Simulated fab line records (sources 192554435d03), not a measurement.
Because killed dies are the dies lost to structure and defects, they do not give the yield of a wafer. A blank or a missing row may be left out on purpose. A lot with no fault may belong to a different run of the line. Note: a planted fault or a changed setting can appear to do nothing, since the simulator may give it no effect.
Which tool did it? :: flow n5-finfet :: Sampling: 9 lots, 25 wafers, 5 of 1938 route steps

WHAT EACH GAUGE READ, for each wafer
N5_BEOL_M4_RC_MEAS_101. Usual: DIBL_N 35.8 mV/V, standard deviation 1.8; DIBL_P 35.6 mV/V, standard deviation 2; IOFF_N 0.148 nA/um, standard deviation 0.028; IOFF_P 0.20 nA/um, standard deviation 0.034; ION_N 672 uA/um, standard deviation 12; ION_P 462 uA/um, standard deviation 8.5; SS_N 71.2 mV/dec, standard deviation 0.65; SS_P 73.1 mV/dec, standard deviation 0.67; VT_N 251 mV, standard deviation 3.3; VT_P -251 mV, standard deviation 3.8.
lot: L589
measured: day 7 15:10
on: prober-02
DIBL_N (mV/V): 34.6 32.9 34.0
DIBL_P (mV/V): 35.2 34.3 36.4
IOFF_N (nA/um): 0.150 0.119 0.145
IOFF_P (nA/um): 0.16 0.15 0.17
ION_N (uA/um): 674 660 677
ION_P (uA/um): 449 454 459
SS_N (mV/dec): 71.1 70.7 71.5
SS_P (mV/dec): 72.6 72.5 73.4
VT_N (mV): 252 253 251
VT_P (mV): -258 -257 -255
flag: 

lot: L591
measured: day 8 00:16
on: prober-01
DIBL_N (mV/V): 35.3 34.6 35.5
DIBL_P (mV/V): 35.9 34.8 35.3
IOFF_N (nA/um): 0.161 0.154 0.159
IOFF_P (nA/um): 0.22 0.20 0.22
ION_N (uA/um): 685 675 682
ION_P (uA/um): 471 462 471
SS_N (mV/dec): 71.8 71.3 72.4
SS_P (mV/dec): 73.3 73.1 72.5
VT_N (mV): 252 250 252
VT_P (mV): -248 -248 -248
flag: 

lot: L596
measured: day 9 10:25
on: prober-01
DIBL_N (mV/V): 38.1 37.8 37.9
DIBL_P (mV/V): 36.8 36.6 36.3
IOFF_N (nA/um): 0.191 0.178 0.174
IOFF_P (nA/um): 0.26 0.26 0.23
ION_N (uA/um): 692 686 685
ION_P (uA/um): 481 475 468
SS_N (mV/dec): 71.9 71.9 71.4
SS_P (mV/dec): 72.9 73.2 73.2
VT_N (mV): 247 247 248
VT_P (mV): -244 -242 -246
flag: 

lot: L602
measured: day 11 07:08
on: prober-02
DIBL_N (mV/V): 39.7 36.7 38.2
DIBL_P (mV/V): 38.6 35.2 37.0
IOFF_N (nA/um): 0.244 0.162 0.192
IOFF_P (nA/um): 0.31 0.25 0.27
ION_N (uA/um): 677 668 669
ION_P (uA/um): 467 468 459
SS_N (mV/dec): 73.2 72.6 72.4
SS_P (mV/dec): 74.3 73.2 74.0
VT_N (mV): 245 252 248
VT_P (mV): -242 -243 -248
flag: 

lot: L603
measured: day 11 04:51
on: prober-01
DIBL_N (mV/V): 34.9 34.2
DIBL_P (mV/V): 35.3 35.1
IOFF_N (nA/um): 0.141 0.134
IOFF_P (nA/um): 0.21 0.21
ION_N (uA/um): 672 673
ION_P (uA/um): 466 463
SS_N (mV/dec): 71.2 70.0
SS_P (mV/dec): 72.7 72.3
VT_N (mV): 251 249
VT_P (mV): -248 -251
flag: 

lot: L606
measured: day 12 00:12
on: prober-02
DIBL_N (mV/V): 38.4 32.6
DIBL_P (mV/V): 39.2 32.9
IOFF_N (nA/um): 0.153 0.076
IOFF_P (nA/um): 0.18 0.12
ION_N (uA/um): 669 626
ION_P (uA/um): 448 430
SS_N (mV/dec): 71.5 70.0
SS_P (mV/dec): 74.0 71.7
VT_N (mV): 255 266
VT_P (mV): -254 -260
flag: 

lot: L608
measured: day 12 09:55
on: prober-02
DIBL_N (mV/V): 36.9 36.9 35.5
DIBL_P (mV/V): 35.4 36.1 35.7
IOFF_N (nA/um): 0.152 0.153 0.140
IOFF_P (nA/um): 0.17 0.18 0.18
ION_N (uA/um): 679 675 682
ION_P (uA/um): 453 451 465
SS_N (mV/dec): 70.9 71.9 71.0
SS_P (mV/dec): 73.3 72.9 73.2
VT_N (mV): 251 252 251
VT_P (mV): -255 -254 -252
flag: 

lot: L609
measured: day 12 19:14
on: prober-02
DIBL_N (mV/V): 36.4 39.3 37.4
DIBL_P (mV/V): 33.2 36.0 35.8
IOFF_N (nA/um): 0.145 0.208 0.170
IOFF_P (nA/um): 0.16 0.19 0.20
ION_N (uA/um): 671 659 685
ION_P (uA/um): 454 443 459
SS_N (mV/dec): 71.8 72.7 71.3
SS_P (mV/dec): 73.0 73.9 73.8
VT_N (mV): 253 249 249
VT_P (mV): -257 -253 -250
flag: 

lot: L612
measured: day 13 22:43
on: prober-02
DIBL_N (mV/V): 34.5 35.1 35.3
DIBL_P (mV/V): 34.1 35.6 35.2
IOFF_N (nA/um): 0.145 0.163 0.164
IOFF_P (nA/um): 0.19 0.21 0.21
ION_N (uA/um): 673 687 692
ION_P (uA/um): 471 470 469
SS_N (mV/dec): 70.7 70.5 70.9
SS_P (mV/dec): 72.4 72.9 72.9
VT_N (mV): 249 246 247
VT_P (mV): -249 -247 -247
flag: 

TOOL THAT RAN EACH LOT (tool first, then ch and the chambers of the sampled wafers, then the start)
lot: L589
N5_MOL_CONTACT_COAG_STRIP_119: plasma-asher-02 ch 0,1, day 5 06:11
N5_MOL_CONTACT_COAG_ALD_133: ald-sin-01 ch 0,3, day 5 07:12
N5_MOL_CONTACT_COAG_VIA_ETCH_117: rie-diel-03 ch 0,1,3, day 5 07:39
N5_MOL_CONTACT_COAG_STRIP_49: plasma-asher-02 ch 0, day 5 07:51

lot: L591
N5_MOL_CONTACT_COAG_STRIP_119: plasma-asher-01 ch 0,1, day 5 16:06
N5_MOL_CONTACT_COAG_ALD_133: ald-sin-01 ch 0,2,3, day 5 16:50
N5_MOL_CONTACT_COAG_VIA_ETCH_117: rie-diel-05 ch 0,3, day 5 17:11
N5_MOL_CONTACT_COAG_STRIP_49: plasma-asher-01 ch 1, day 5 17:23

lot: L596
N5_MOL_CONTACT_COAG_STRIP_119: plasma-asher-01 ch 0,1, day 7 00:49
N5_MOL_CONTACT_COAG_ALD_133: ald-sin-04 ch 2,3, day 7 02:02
N5_MOL_CONTACT_COAG_VIA_ETCH_117: rie-diel-05 ch 1,2, day 7 02:22
N5_MOL_CONTACT_COAG_STRIP_49: plasma-asher-02 ch 0,1, day 7 02:35

lot: L602
N5_MOL_CONTACT_COAG_STRIP_119: plasma-asher-02 ch 0,1, day 8 14:25
N5_MOL_CONTACT_COAG_ALD_133: ald-sin-04 ch 0,1,3, day 8 15:39
N5_MOL_CONTACT_COAG_VIA_ETCH_117: rie-diel-03 ch 1,2,3, day 8 16:05
N5_MOL_CONTACT_COAG_STRIP_49: plasma-asher-02 ch 0,1, day 8 16:17

lot: L603
N5_MOL_CONTACT_COAG_STRIP_119: plasma-asher-02 ch 1, day 8 17:56
N5_MOL_CONTACT_COAG_ALD_133: ald-sin-04 ch 2, day 8 18:47
N5_MOL_CONTACT_COAG_VIA_ETCH_117: rie-diel-05 ch 0,3, day 8 19:08
N5_MOL_CONTACT_COAG_STRIP_49: plasma-asher-01 ch 0, day 8 19:20

lot: L606
N5_MOL_CONTACT_COAG_STRIP_119: plasma-asher-01 ch 0,1, day 9 07:59
N5_MOL_CONTACT_COAG_ALD_133: ald-sin-04 ch 1,3, day 9 08:43
N5_MOL_CONTACT_COAG_VIA_ETCH_117: rie-diel-05 ch 0,3, day 9 09:03
N5_MOL_CONTACT_COAG_STRIP_49: plasma-asher-01 ch 0,1, day 9 09:15

lot: L608
N5_MOL_CONTACT_COAG_STRIP_119: plasma-asher-01 ch 0,1, day 9 19:15
N5_MOL_CONTACT_COAG_ALD_133: ald-sin-01 ch 1,2, day 9 20:01
N5_MOL_CONTACT_COAG_VIA_ETCH_117: rie-diel-03 ch 1,2,3, day 9 20:21
N5_MOL_CONTACT_COAG_STRIP_49: plasma-asher-01 ch 0,1, day 9 20:33

lot: L609
N5_MOL_CONTACT_COAG_STRIP_119: plasma-asher-02 ch 0,1, day 10 07:49
N5_MOL_CONTACT_COAG_ALD_133: ald-sin-01 ch 1,2, day 10 08:50
N5_MOL_CONTACT_COAG_VIA_ETCH_117: rie-diel-06 ch 2,3, day 10 09:11
N5_MOL_CONTACT_COAG_STRIP_49: plasma-asher-01 ch 0,1, day 10 09:24

lot: L612
N5_MOL_CONTACT_COAG_STRIP_119: plasma-asher-01 ch 0,1, day 10 20:36
N5_MOL_CONTACT_COAG_ALD_133: ald-sin-02 ch 1,2,3, day 10 21:31
N5_MOL_CONTACT_COAG_VIA_ETCH_117: rie-diel-03 ch 1,2,3, day 10 21:55
N5_MOL_CONTACT_COAG_STRIP_49: plasma-asher-02 ch 0,1, day 10 22:07
- N5_MOL_CONTACT_COAG_STRIP_119: strips in N2/H2, time 30 s.
- N5_MOL_CONTACT_COAG_ALD_133: deposits SiO2, target thk 5 nm, pulse time 1 s, co reactant pulse time 1 s.
- N5_MOL_CONTACT_COAG_VIA_ETCH_117: etches SiO2 in C4F6/O2, target depth 40 nm, overetch 8 nm, time 26 s.
- N5_MOL_CONTACT_COAG_STRIP_49: strips in N2/H2, time 30 s.

AS READ BY THE TOOLS THEMSELVES (means over the sampled wafers that have a number; for cases with no such wafer, the mark the record gives instead)
N5_MOL_CONTACT_COAG_STRIP_119. Usual: drypump-motor-current-A 5.40 A, standard deviation 0.16; heater-power-w 342 W, standard deviation 36; n2-flow-sccm 1750 sccm, standard deviation 5.3; temp-c 249.98 C, standard deviation 0.18.
lot: L589
tool: plasma-asher-02
drypump-motor-current-A (A): 5.44
heater-power-w (W): 349
n2-flow-sccm (sccm): 1749
temp-c (C): 249.96
flag: 

lot: L591
tool: plasma-asher-01
drypump-motor-current-A (A): 5.32
heater-power-w (W): 340
n2-flow-sccm (sccm): 1753
temp-c (C): 249.98
flag: 

lot: L596
tool: plasma-asher-01
drypump-motor-current-A (A): 5.46
heater-power-w (W): 360
n2-flow-sccm (sccm): 1758
temp-c (C): 250.14
flag: 

lot: L602
tool: plasma-asher-02
drypump-motor-current-A (A): 5.45
heater-power-w (W): 348
n2-flow-sccm (sccm): 1746
temp-c (C): 250.03
flag: 

lot: L603
tool: plasma-asher-02
drypump-motor-current-A (A): 5.29
heater-power-w (W): 293
n2-flow-sccm (sccm): 1750
temp-c (C): 249.99
flag: 

lot: L606
tool: plasma-asher-01
drypump-motor-current-A (A): 5.38
heater-power-w (W): 350
n2-flow-sccm (sccm): 1758
temp-c (C): 249.86
flag: 

lot: L608
tool: plasma-asher-01
drypump-motor-current-A (A): 5.31
heater-power-w (W): 336
n2-flow-sccm (sccm): 1747
temp-c (C): 250.01
flag: 

lot: L609
tool: plasma-asher-02
drypump-motor-current-A (A): 5.44
heater-power-w (W): 349
n2-flow-sccm (sccm): 1749
temp-c (C): 250.11
flag: 

lot: L612
tool: plasma-asher-01
drypump-motor-current-A (A): 5.44
heater-power-w (W): 363
n2-flow-sccm (sccm): 1743
temp-c (C): 250.07
flag: 

N5_MOL_CONTACT_COAG_ALD_133. Usual: heater-power-w 75 W, standard deviation 6.6; precursor-pulse-height-rel 1.001, standard deviation 0.02.
lot: L589
tool: ald-sin-01
heater-power-w (W): 80
precursor-pulse-height-rel: 1.024
flag: 

lot: L591
tool: ald-sin-01
heater-power-w (W): 79
precursor-pulse-height-rel: 1.010
flag: 

lot: L596
tool: ald-sin-04
heater-power-w (W): 72
precursor-pulse-height-rel: 1.012
flag: 

lot: L602
tool: ald-sin-04
heater-power-w (W): 73
precursor-pulse-height-rel: 0.990
flag: 

lot: L603
tool: ald-sin-04
heater-power-w (W): 60
precursor-pulse-height-rel: 0.992
flag: 

lot: L606
tool: ald-sin-04
heater-power-w (W): 76
precursor-pulse-height-rel: 1.014
flag: 

lot: L608
tool: ald-sin-01
heater-power-w (W): 75
precursor-pulse-height-rel: 1.013
flag: 

lot: L609
tool: ald-sin-01
heater-power-w (W): 78
precursor-pulse-height-rel: 1.003
flag: 

lot: L612
tool: ald-sin-02
heater-power-w (W): 69
precursor-pulse-height-rel: 0.992
flag: 

N5_MOL_CONTACT_COAG_VIA_ETCH_117. Usual: for drypump-motor-current-A, 5.6 A with a standard deviation of 0.38; for oes_ar_750_au, 0.79 a.u. with a standard deviation of 0.08; for oes_f_703_au, 0.79 a.u. with a standard deviation of 0.078; for oes-product-au, 0.70 a.u. with a standard deviation of 0.072; for rf-vpp-V, 1593 V with a standard deviation of 29; for showerhead-plenum-p-Torr, 2.82 Torr with a standard deviation of 0.079; for throttle-valve-pct, 40.98 % with a standard deviation of 0.28.
lot: L589
tool: rie-diel-03
drypump-motor-current-A (A): 5.7
oes_ar_750_au (a.u.): 0.81
oes_f_703_au (a.u.): 0.82
oes-product-au (a.u.): 0.73
rf-vpp-V (V): 1606
showerhead-plenum-p-Torr (Torr): 2.82
throttle-valve-pct (%): 41.18
flag: 

lot: L591
tool: rie-diel-05
drypump-motor-current-A (A): 5.4
oes_ar_750_au (a.u.): 0.70
oes_f_703_au (a.u.): 0.71
oes-product-au (a.u.): 0.62
rf-vpp-V (V): 1587
showerhead-plenum-p-Torr (Torr): 2.81
throttle-valve-pct (%): 41.16
flag: 

lot: L596
tool: rie-diel-05
drypump-motor-current-A (A): 5.3
oes_ar_750_au (a.u.): 0.74
oes_f_703_au (a.u.): 0.74
oes-product-au (a.u.): 0.66
rf-vpp-V (V): 1601
showerhead-plenum-p-Torr (Torr): 2.87
throttle-valve-pct (%): 40.77
flag: 

lot: L602
tool: rie-diel-03
drypump-motor-current-A (A): 5.7
oes_ar_750_au (a.u.): 0.86
oes_f_703_au (a.u.): 0.87
oes-product-au (a.u.): 0.76
rf-vpp-V (V): 1606
showerhead-plenum-p-Torr (Torr): 2.80
throttle-valve-pct (%): 40.97
flag: 

lot: L603
tool: rie-diel-05
drypump-motor-current-A (A): 5.5
oes_ar_750_au (a.u.): 0.81
oes_f_703_au (a.u.): 0.82
oes-product-au (a.u.): 0.72
rf-vpp-V (V): 1574
showerhead-plenum-p-Torr (Torr): 2.80
throttle-valve-pct (%): 41.30
flag: 

lot: L606
tool: rie-diel-05
drypump-motor-current-A (A): 5.5
oes_ar_750_au (a.u.): 0.81
oes_f_703_au (a.u.): 0.81
oes-product-au (a.u.): 0.71
rf-vpp-V (V): 1574
showerhead-plenum-p-Torr (Torr): 2.80
throttle-valve-pct (%): 41.30
flag: 

lot: L608
tool: rie-diel-03
drypump-motor-current-A (A): 5.7
oes_ar_750_au (a.u.): 0.84
oes_f_703_au (a.u.): 0.85
oes-product-au (a.u.): 0.74
rf-vpp-V (V): 1604
showerhead-plenum-p-Torr (Torr): 2.79
throttle-valve-pct (%): 40.97
flag: 

lot: L609
tool: rie-diel-06
drypump-motor-current-A (A): 6.1
oes_ar_750_au (a.u.): 0.78
oes_f_703_au (a.u.): 0.78
oes-product-au (a.u.): 0.70
rf-vpp-V (V): 1578
showerhead-plenum-p-Torr (Torr): 2.81
throttle-valve-pct (%): 40.58
flag: 

lot: L612
tool: rie-diel-03
drypump-motor-current-A (A): 5.7
oes_ar_750_au (a.u.): 0.83
oes_f_703_au (a.u.): 0.83
oes-product-au (a.u.): 0.73
rf-vpp-V (V): 1605
showerhead-plenum-p-Torr (Torr): 2.79
throttle-valve-pct (%): 40.97
flag: 

N5_MOL_CONTACT_COAG_STRIP_49. Usual: drypump-motor-current-A 5.40 A, standard deviation 0.16; heater-power-w 342 W, standard deviation 36; n2-flow-sccm 1750 sccm, standard deviation 5; temp-c 250.01 C, standard deviation 0.19.
lot: L589
tool: plasma-asher-02
drypump-motor-current-A (A): 5.52
heater-power-w (W): 377
n2-flow-sccm (sccm): 1742
temp-c (C): 250.13
flag: 

lot: L591
tool: plasma-asher-01
drypump-motor-current-A (A): 5.57
heater-power-w (W): 373
n2-flow-sccm (sccm): 1753
temp-c (C): 250.17
flag: 

lot: L596
tool: plasma-asher-02
drypump-motor-current-A (A): 5.46
heater-power-w (W): 348
n2-flow-sccm (sccm): 1746
temp-c (C): 249.93
flag: 

lot: L602
tool: plasma-asher-02
drypump-motor-current-A (A): 5.38
heater-power-w (W): 319
n2-flow-sccm (sccm): 1750
temp-c (C): 249.93
flag: 

lot: L603
tool: plasma-asher-01
drypump-motor-current-A (A): 5.18
heater-power-w (W): 328
n2-flow-sccm (sccm): 1752
temp-c (C): 249.72
flag: 

lot: L606
tool: plasma-asher-01
drypump-motor-current-A (A): 5.38
heater-power-w (W): 348
n2-flow-sccm (sccm): 1748
temp-c (C): 250.19
flag: 

lot: L608
tool: plasma-asher-01
drypump-motor-current-A (A): 5.30
heater-power-w (W): 339
n2-flow-sccm (sccm): 1751
temp-c (C): 249.98
flag: 

lot: L609
tool: plasma-asher-01
drypump-motor-current-A (A): 5.44
heater-power-w (W): 361
n2-flow-sccm (sccm): 1748
temp-c (C): 250.17
flag: 

lot: L612
tool: plasma-asher-02
drypump-motor-current-A (A): 5.36
heater-power-w (W): 327
n2-flow-sccm (sccm): 1753
temp-c (C): 250.01
flag: 

THE ANSWER, worked out from the rows above alone
Rule: take the mean of a lot's wafers that have a number; if it is more than 3 standard deviations from the usual mean, the lot is off. Also off: a lot with no number at a reading for which 4 or more lots have one. All remaining lots with rows at the step are treated as sound. After the gauges, taken in route order, come the tools' own readings; for these a lot's mean is taken, as printed above. At the first step where some lot is off, the reading lying furthest off is the one used; lots without a number count as furthest.
None of the lots is off at any reading shown; this tells nothing.

WHAT HAD BEEN PUT IN BY THE SIMULATOR
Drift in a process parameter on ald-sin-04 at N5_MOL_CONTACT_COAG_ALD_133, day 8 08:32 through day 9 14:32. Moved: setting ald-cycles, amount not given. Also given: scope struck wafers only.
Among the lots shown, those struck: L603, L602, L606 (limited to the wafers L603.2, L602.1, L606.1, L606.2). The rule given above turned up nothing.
